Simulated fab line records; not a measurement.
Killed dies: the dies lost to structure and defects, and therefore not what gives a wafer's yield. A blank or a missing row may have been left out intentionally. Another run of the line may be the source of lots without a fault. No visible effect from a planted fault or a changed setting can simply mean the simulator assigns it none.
Problem report, 8D (eight disciplines) form, completed by code	flow nand_harc	the parts of the form that need people (team, actions taken, sign-off) are left out

1. THE PROBLEM
NHARC_END_SORT_01, killed_dies: mean 100 over 1 wafer from 1 lot; wafers with no fault: 31, standard deviation 12. That is +5.8 standard deviations from the usual mean.
The first sign was on wafer L619.3 at day 24 20:59, on prober-01. The record holds 3 wafers of 1 lot with a number at this step. The rule behind "out" and "out of limits": a value lying over 4 standard deviations away from the usual mean. The rest of the wafers with a number are treated as sound.

2. WHAT IT IS AND WHAT IT IS NOT
question	is	is not
which readings at this step	killed_dies, killed_at_array	killed_at_other, killed_at_periphery, killed_open, killed_short
which lots	L619	-
which wafers of those lots	L619.3	L619.1, L619.5
read on which gauges	prober-01	-
when	from day 24 20:59	up to then (1 sound wafer); but 1 sound wafer of L619 came after

3. SUSPECTS, AND WHAT RULES EACH OUT
Counting: a tool at a process step up to the reading stays a suspect if it ran every lot that is out. Sound lots after the first of them don't rule it out here, since some wafers of a struck lot are sound.
- the gauge at NHARC_END_SORT_01: kept. All the wafers that are out were read on prober-01, and no step on other tools shows them out.
- rie_diel-08 at NHARC_A_SGD_CUT_ETCHBACK_24 (etches the open film in CH3F/O2, target depth 50 nm, time 92.857 s): kept. It ran the lot that is out, L619 (day 16 18:13).
- rie_diel-08 at NHARC_A_SGD_CUT_STRIP_28 (strips in O2, time 20 s): kept. It ran the lot that is out, L619 (day 16 22:57). NHARC_A_SGD_CUT_STRIP_28: start missing for some lots; hours and lot order therefore follow NHARC_A_SLIT_ETCH_24.
- rie_diel-06 at NHARC_A_SLIT_ETCH_24 (etches the open film in CF4/CHF3, target depth 121 nm, time 60.5 s): kept. It ran the lot that is out, L619 (day 16 22:57).
- har_etch-01 at NHARC_A_SLIT_ETCH_26 (etches the open film in C4F8/O2/Ar, time 90 s, target depth 400 nm): kept. It ran the lot that is out, L619 (day 17 01:07).
- In rie_diel-08 at NHARC_A_SGD_CUT_ETCHBACK_24, the wafers that are out were processed in chamber 2 and their sound lot-mates in chambers 0, 3.
- In rie_diel-08 at NHARC_A_SGD_CUT_STRIP_28, the wafers that are out were processed in chamber 1 and their sound lot-mates in chambers 0, 3.
- In rie_diel-06 at NHARC_A_SLIT_ETCH_24, the wafers that are out were processed in chamber 3 and their sound lot-mates in chambers 0, 2.
Left after counting: rie_diel-08 at NHARC_A_SGD_CUT_ETCHBACK_24, rie_diel-08 at NHARC_A_SGD_CUT_STRIP_28, rie_diel-06 at NHARC_A_SLIT_ETCH_24, har_etch-01 at NHARC_A_SLIT_ETCH_26, prober-01 at NHARC_END_SORT_01.

4. THE CAUSE (what the simulator had put in)
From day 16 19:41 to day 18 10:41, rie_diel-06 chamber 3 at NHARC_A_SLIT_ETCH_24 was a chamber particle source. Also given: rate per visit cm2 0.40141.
Counting left 5 suspects, and this tool is among them.

5. THE CHAIN OF EFFECTS, in route order
One row per reading whose mean, taken over the struck wafers that have a number, lies over 3 standard deviations from the usual. Scope: only readings with a usual standard deviation given in the record; hours: median across lots of the time from each lot's start at the first step in this table that gives one to its start at this step; sigmas: change in usual standard deviations.
hours	step	reading	usual	on struck wafers	change	sigmas
0	NHARC_A_SIN_REMOVE_INSPECT_04	raw_defect_count	308	600	+292	+3.0
180	NHARC_END_SORT_01	killed_at_array	27	93	+66	+5.5
180	NHARC_END_SORT_01	killed_dies	31	100	+69	+5.8

6. WHAT WOULD HAVE CAUGHT IT SOONER
In this record the first reading out of limits at a measuring or inspecting step was taken at day 24 20:59, 193 hours after the fault began at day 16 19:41.
Of the tool readings at NHARC_A_SLIT_ETCH_24 for which the record gives a usual standard deviation, none was out on any struck wafer, so an alarm limit of 4 standard deviations on them would not have fired.
The start of NHARC_A_SLIT_ETCH_24 on rie_diel-06 came by day 24 20:59 for every one of the lots that are out (1). Tool hold at that time: it would have spared none of them.
